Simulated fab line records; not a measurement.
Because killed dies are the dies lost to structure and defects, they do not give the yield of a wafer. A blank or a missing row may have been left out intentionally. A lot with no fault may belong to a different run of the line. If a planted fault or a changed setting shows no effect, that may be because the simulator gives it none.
Which tool did it?	flow nand harc	14 lots with 42 wafers sampled at 4 steps, on a route of 1302 steps

## WHAT THE GAUGES READ, wafer by wafer
The record holds no reading of a measuring or inspecting step that can be judged against a usual standard deviation.

## WHAT TOOL EACH LOT RAN ON (gives the tool, then ch and the chambers of the sampled wafers, and finally the start)
lot	NHARC_A_STAIRCASE_TRIM_193	NHARC_A_STAIRCASE_ETCH_199	NHARC_A_STAIRCASE_PEB_215	NHARC_A_STAIRCASE_TRIM_224
L864	rie diel-04 ch 1,2,3, day 16 12:25 or earlier	rie diel-01 ch 0,3, day 16 12:25 or earlier	litho track-05 ch 0, day 16 12:25	rie diel-04 ch 0,1, no start
L863	rie diel-07 ch 0,3, day 16 14:18 or earlier	rie diel-01 ch 0,1,2, day 16 14:18 or earlier	litho track-05 ch 0, day 16 14:18	rie diel-04 ch 0,2,3, no start
L867	rie diel-01 ch 1,2,3, day 18 14:04 or earlier	rie diel-01 ch 0,1,3, day 18 14:04 or earlier	litho track-05, day 18 14:04	rie diel-07 ch 1,2,3, no start
L868	rie diel-04 ch 2,3, day 18 14:59 or earlier	rie diel-04 ch 1,2,3, day 18 14:59 or earlier	litho track-03, day 18 14:59	rie diel-01 ch 0,2,3, no start
L874	rie diel-04 ch 0,3, day 20 13:07 or earlier	rie diel-07 ch 0,1, day 20 13:07 or earlier	litho track-03 ch 0, day 20 13:07	rie diel-07 ch 0,3, no start
L875	rie diel-04 ch 1,2,3, day 21 01:20 or earlier	rie diel-04 ch 0,1,2, day 21 01:20 or earlier	litho track-03 ch 0, day 21 01:20	rie diel-04 ch 0,1, no start
L876	rie diel-04 ch 2,3, day 21 23:38 or earlier	rie diel-07 ch 0,3, day 21 23:38 or earlier	litho track-05 ch 0, day 21 23:38	rie diel-01 ch 0,3, no start
L877	rie diel-07 ch 0,1,2, day 22 13:56 or earlier	rie diel-07 ch 0,1,2, day 22 13:56 or earlier	litho track-02 ch 0, day 22 13:56	rie diel-07 ch 0,1,2, no start
L878	rie diel-01 ch 0,1,3, day 22 14:43 or earlier	rie diel-04 ch 0,1, day 22 14:43 or earlier	litho track-05 ch 0, day 22 14:43	rie diel-01 ch 0,2, no start
L880	rie diel-01 ch 0,1,3, day 23 21:18 or earlier	rie diel-01 ch 0,1,2, day 23 21:18 or earlier	litho track-03 ch 0, day 23 21:18	rie diel-01 ch 0,1,2, no start
L879	rie diel-04 ch 1,2,3, day 23 22:17 or earlier	rie diel-04 ch 1,3, day 23 22:17 or earlier	litho track-03 ch 0, day 23 22:17	rie diel-04 ch 1,2,3, no start
L881	rie diel-04 ch 2,3, day 24 07:37 or earlier	rie diel-04 ch 1,2,3, day 24 07:37 or earlier	litho track-02 ch 0, day 24 07:37	rie diel-04 ch 1,3, no start
L882	rie diel-01 ch 2,3, day 24 08:14 or earlier	rie diel-01 ch 0,2,3, day 24 08:14 or earlier	litho track-03 ch 0, day 24 08:14	rie diel-04 ch 1,3, no start
L885	rie diel-01 ch 0,3, day 25 11:47 or earlier	rie diel-04 ch 0,1, day 25 11:47 or earlier	litho track-03 ch 0, day 25 11:47	rie diel-07 ch 0,2, no start
- NHARC_A_STAIRCASE_TRIM_193: chemistry O2, time 211.2 s.
- NHARC_A_STAIRCASE_ETCH_199: etches the open film in C4F8/O2, target depth 100 nm, time 40.5 s.
- NHARC_A_STAIRCASE_PEB_215: peb time 130 s.
- NHARC_A_STAIRCASE_TRIM_224: chemistry O2, time 211.2 s.

## AS READ BY THE TOOLS THEMSELVES (means over the sampled wafers that have a number; for cases with no such wafer, the mark the record gives instead)
NHARC_A_STAIRCASE_TRIM_193. Usual: drypump motor current A 5.7 A, standard deviation 0.33; oes product au 1.001 a.u., standard deviation 0.012; rf vpp V 57.9 V, standard deviation 1; showerhead plenum p Torr 3.56 Torr, standard deviation 0.14; throttle valve pct 17.037 %, standard deviation 0.0081.
lot	tool	drypump motor current A (A)	oes product au (a.u.)	rf vpp V (V)	showerhead plenum p Torr (Torr)	throttle valve pct (%)	flag
L864	rie diel-04	5.6	1.007	57.7	3.63	17.034	
L863	rie diel-07	5.3	1.001	58.4	3.72	17.036	
L867	rie diel-01	6.1	1.007	56.9	3.45	17.038	
L868	rie diel-04	5.6	0.993	58.1	3.57	17.036	
L874	rie diel-04	5.7	0.999	58.1	3.62	17.032	
L875	rie diel-04	5.6	0.984	57.6	3.61	17.035	
L876	rie diel-04	5.7	0.988	57.8	3.56	17.035	
L877	rie diel-07	5.4	1.010	58.3	3.58	17.035	
L878	rie diel-01	6.1	1.005	57.8	3.40	17.035	
L880	rie diel-01	6.1	1.007	56.5	3.39	17.039	
L879	rie diel-04	5.6	0.999	58.6	3.60	17.041	
L881	rie diel-04	5.7	0.994	58.8	3.55	17.029	
L882	rie diel-01	6.1	0.995	57.3	3.50	17.031	
L885	rie diel-01	5.9	1.010	57.7	3.43	17.042	

NHARC_A_STAIRCASE_ETCH_199. Usual: oes product au 0.950 a.u., standard deviation 0.013; rf vpp V 898 V, standard deviation 5.1.
lot	tool	oes product au (a.u.)	rf vpp V (V)	flag
L864	rie diel-01	0.968	894	
L863	rie diel-01	0.958	892	
L867	rie diel-01	0.954	892	
L868	rie diel-04	0.952	899	
L874	rie diel-07	0.961	901	
L875	rie diel-04	0.943	901	
L876	rie diel-07	0.953	901	
L877	rie diel-07	0.958	898	
L878	rie diel-04	0.968	904	
L880	rie diel-01	0.970	891	
L879	rie diel-04	0.938	900	
L881	rie diel-04	0.934	899	
L882	rie diel-01	0.957	894	
L885	rie diel-04	0.953	902	

NHARC_A_STAIRCASE_PEB_215. Usual: chill plate temp C 23.00 C, standard deviation 0.096; exhaust pa 45.2 Pa, standard deviation 0.88; plate temp C 114.98 C, standard deviation 0.13.
lot	tool	chill plate temp C (C)	exhaust pa (Pa)	plate temp C (C)	flag
L864	litho track-05	23.05	44.3	114.87	
L863	litho track-05	22.98	45.7	114.97	
L867	litho track-05	-	-	-	OFF
L868	litho track-03	-	-	-	OFF
L874	litho track-03	23.08	44.9	115.09	
L875	litho track-03	22.97	45.7	115.09	
L876	litho track-05	23.18	45.9	115.04	
L877	litho track-02	23.03	45.6	114.99	
L878	litho track-05	22.98	44.7	115.05	
L880	litho track-03	23.11	45.5	114.93	
L879	litho track-03	22.92	44.6	114.95	
L881	litho track-02	23.03	45.7	114.94	
L882	litho track-03	22.95	45.5	115.03	
L885	litho track-03	23.03	44.2	114.89	

NHARC_A_STAIRCASE_TRIM_224. Usual: drypump motor current A 5.7 A, standard deviation 0.32; oes product au 1.001 a.u., standard deviation 0.011; rf vpp V 57.8 V, standard deviation 0.91; showerhead plenum p Torr 3.57 Torr, standard deviation 0.13; throttle valve pct 17.037 %, standard deviation 0.0089.
lot	tool	drypump motor current A (A)	oes product au (a.u.)	rf vpp V (V)	showerhead plenum p Torr (Torr)	throttle valve pct (%)	flag
L864	rie diel-04	5.7	0.999	58.5	3.73	17.028	
L863	rie diel-04	5.7	1.002	57.4	3.64	17.040	
L867	rie diel-07	5.5	0.997	58.7	3.63	17.039	
L868	rie diel-01	5.9	1.006	58.1	3.49	17.037	
L874	rie diel-07	5.3	1.006	56.5	3.66	17.045	
L875	rie diel-04	5.7	0.997	58.3	3.71	17.035	
L876	rie diel-01	6.1	1.009	57.6	3.47	17.036	
L877	rie diel-07	5.4	1.003	58.2	3.58	17.043	
L878	rie diel-01	5.7	1.011	57.9	3.44	17.029	
L880	rie diel-01	5.9	1.008	57.4	3.39	17.039	
L879	rie diel-04	5.6	0.994	57.4	3.60	17.029	
L881	rie diel-04	5.6	1.007	58.5	3.60	17.030	
L882	rie diel-04	5.5	0.995	58.2	3.64	17.038	
L885	rie diel-07	5.2	0.998	57.4	3.52	17.037	

## THE ANSWER, worked out from the rows above alone
Rule: lot off if the mean of its wafers having a number is beyond 3 standard deviations from the usual mean. A lot without any number at a reading at which 4 lots or more have one is off too. Where the step has rows for the other lots, those lots are counted as sound. The gauges are gone through in route order, then the tools' own readings, and for those a lot's mean is taken as printed above. At the first step where some lot is off, the reading lying furthest off is the one used; lots without a number count as furthest.
Off, at NHARC_A_STAIRCASE_PEB_215 on chill plate temp C: L867, L868. Without a number there: L867, L868.
A tool fits if, at that step or a process step before it, it ran every lot that is off, and no sound lot after the first of them. NHARC_A_STAIRCASE_TRIM_193 gives no start for some lots, so the hours and the order of its lots are those of NHARC_A_STAIRCASE_PEB_215. NHARC_A_STAIRCASE_ETCH_199 gives no start for some lots, so the hours and the order of its lots are those of NHARC_A_STAIRCASE_PEB_215. None of those tried fits.

## WHAT THE SIMULATOR PUT IN
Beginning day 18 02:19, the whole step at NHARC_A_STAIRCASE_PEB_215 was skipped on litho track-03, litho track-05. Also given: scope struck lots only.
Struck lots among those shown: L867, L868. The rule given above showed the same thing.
